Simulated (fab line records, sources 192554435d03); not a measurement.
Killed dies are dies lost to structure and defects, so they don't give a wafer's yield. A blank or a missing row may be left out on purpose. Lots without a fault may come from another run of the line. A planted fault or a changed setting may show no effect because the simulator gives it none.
Chamber matching | flow n5_finfet | N5_BEOL_M0_SAQP_STRIP_108 on rie_diel-02: 4 sister chambers
The step strips in N2/H2. 27 wafers are shown with their chamber, then 12 later ones without.

WAFERS WITH THEIR CHAMBER
wafer  | chamber | showerhead_plenum_p_Torr (Torr) | drypump_motor_current_A (A) | throttle_valve_pct (%)
L075.2 | 1       | 3.23                            | 6.5                         | 18.73
L075.4 | 3       | 3.19                            | 6.0                         | 18.40
L075.5 | 2       | 3.49                            | 5.6                         | 18.98
L076.3 | 1       | 3.23                            | 6.4                         | 18.75
L076.4 | 3       | 3.19                            | 6.0                         | 18.41
L076.5 | 2       | 3.49                            | 5.6                         | 19.01
L077.1 | 2       | 3.49                            | 5.6                         | 19.00
L077.5 | 0       | 3.45                            | 5.0                         | 18.75
L077.6 | 3       | 3.19                            | 6.0                         | 18.41
L078.1 | 0       | 3.45                            | 5.0                         | 18.75
L078.4 | 1       | 3.23                            | 6.4                         | 18.74
L078.5 | 3       | 3.19                            | 6.0                         | 18.43
L080.1 | 1       | 3.23                            | 6.5                         | 18.72
L080.2 | 2       | 3.48                            | 5.6                         | 19.02
L080.4 | 3       | 3.18                            | 6.0                         | 18.42
L081.2 | 1       | 3.23                            | 6.4                         | 18.73
L081.3 | 2       | 3.48                            | 5.6                         | 19.01
L081.4 | 0       | 3.45                            | 5.1                         | 18.74
L082.3 | 2       | 3.48                            | 5.6                         | 19.03
L082.5 | 2       | 3.48                            | 5.6                         | 19.02
L082.6 | 3       | 3.18                            | 6.0                         | 18.43
L083.1 | 1       | 3.23                            | 6.4                         | 18.75
L083.3 | 3       | 3.18                            | 6.0                         | 18.42
L083.5 | 0       | 3.45                            | 5.0                         | 18.76
L086.2 | 0       | 3.45                            | 5.1                         | 18.77
L086.3 | 3       | 3.18                            | 6.0                         | 18.44
L086.5 | 0       | 3.45                            | 5.0                         | 18.76

SIGNATURES (means of the wafers above)
reading                  | chamber 0 | chamber 1 | chamber 2 | chamber 3 | scatter within a chamber
showerhead_plenum_p_Torr | 3.4500    | 3.2300    | 3.4843    | 3.1850    | 0.00402
drypump_motor_current_A  | 5.033     | 6.433     | 5.600     | 6.000     | 0.0341
throttle_valve_pct       | 18.7550   | 18.7367   | 19.0100   | 18.4200   | 0.0133
Rule: a wafer's distance from a chamber is the root of the sum, over the readings, of the square of ((its reading less the chamber's mean) divided by the reading's scatter). The wafer belongs to the nearest chamber; if the next one is less than 2 further off, it can't be placed. The scatter: the root of (the sum of the squares of (reading less its chamber's mean) over the shown wafers, divided by (wafers less chambers)).

WAFERS WITHOUT THEIR CHAMBER
wafer  | showerhead_plenum_p_Torr (Torr) | drypump_motor_current_A (A) | throttle_valve_pct (%)
L087.1 | 3.18                            | 6.0                         | 18.45
L087.2 | 3.47                            | 5.6                         | 19.04
L087.5 | 3.44                            | 5.0                         | 18.78
L088.1 | 3.44                            | 5.0                         | 18.77
L088.3 | 3.22                            | 6.5                         | 18.75
L088.6 | 3.47                            | 5.5                         | 19.04
L094.1 | 3.22                            | 6.4                         | 18.77
L094.2 | 3.17                            | 6.0                         | 18.44
L094.6 | 3.22                            | 6.5                         | 18.80
L097.1 | 3.46                            | 5.6                         | 19.08
L097.2 | 3.21                            | 6.4                         | 18.80
L097.4 | 3.21                            | 6.4                         | 18.81

WHICH CHAMBER EACH WENT THROUGH
wafer  | from the rows above | in truth
L087.1 | 3                   | 3
L087.2 | 2                   | 2
L087.5 | 0                   | 0
L088.1 | 0                   | 0
L088.3 | 1                   | 1
L088.6 | 2                   | 2
L094.1 | 1                   | 1
L094.2 | 3                   | 3
L094.6 | 1                   | 1
L097.1 | 2                   | 2
L097.2 | 1                   | 1
L097.4 | 1                   | 1
Placed correctly: 12 of 12. Can't be placed from these rows: 0. Placed wrongly: 0.
